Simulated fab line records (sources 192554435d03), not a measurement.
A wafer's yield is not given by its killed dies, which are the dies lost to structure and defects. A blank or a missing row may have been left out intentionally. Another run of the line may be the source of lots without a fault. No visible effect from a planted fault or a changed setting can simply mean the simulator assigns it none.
Chamber matching    flow n5 finfet    N5_DUMMY_GATE_ETCH_23 on rie si-03: 4 sister chambers
The step etches poly-Si in HBr/Cl2/O2, target depth 41 nm, time 22.3 s. 4 wafers are shown with their chamber, then 9 later ones without.

## WAFERS WITH THEIR CHAMBER
wafer   chamber  drypump motor current A (A)
L083.3  2        6.7
L090.2  0        5.4
L090.3  1        6.0
L090.4  3        5.4

## WAFERS WHOSE CHAMBER IS MISSING
wafer   drypump motor current A (A)
L092.4  5.5
L092.5  5.4
L092.6  6.7
L096.3  6.0
L096.5  6.7
L096.6  6.0
L097.1  6.7
L097.5  6.7
L097.6  5.4

## WHICH CHAMBER EACH WENT THROUGH
wafer   from the rows above      in truth
L092.4  can't be placed: 0 or 3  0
L092.5  can't be placed: 0 or 3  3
L092.6  2                        2
L096.3  1                        1
L096.5  2                        2
L096.6  1                        1
L097.1  2                        2
L097.5  2                        2
L097.6  can't be placed: 0 or 3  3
Correct placement for 6 of the 9. Unplaceable from these rows: 3, with the true chamber sitting among the candidates in 3. Number placed wrongly: 0.
How it was worked out, from the rows above alone: a wafer's distance from a chamber is the root of the sum, over the readings, of the square of ((its reading less the chamber's mean) divided by the reading's scatter). If the next closest chamber is less than 2 further off than the closest, the wafer can't be placed; otherwise it belongs to the closest. A chamber's mean is the mean of its shown wafers. The scatter: with one shown wafer a chamber, the root of the mean of the squares of how far each hidden wafer lies from its nearest shown one.
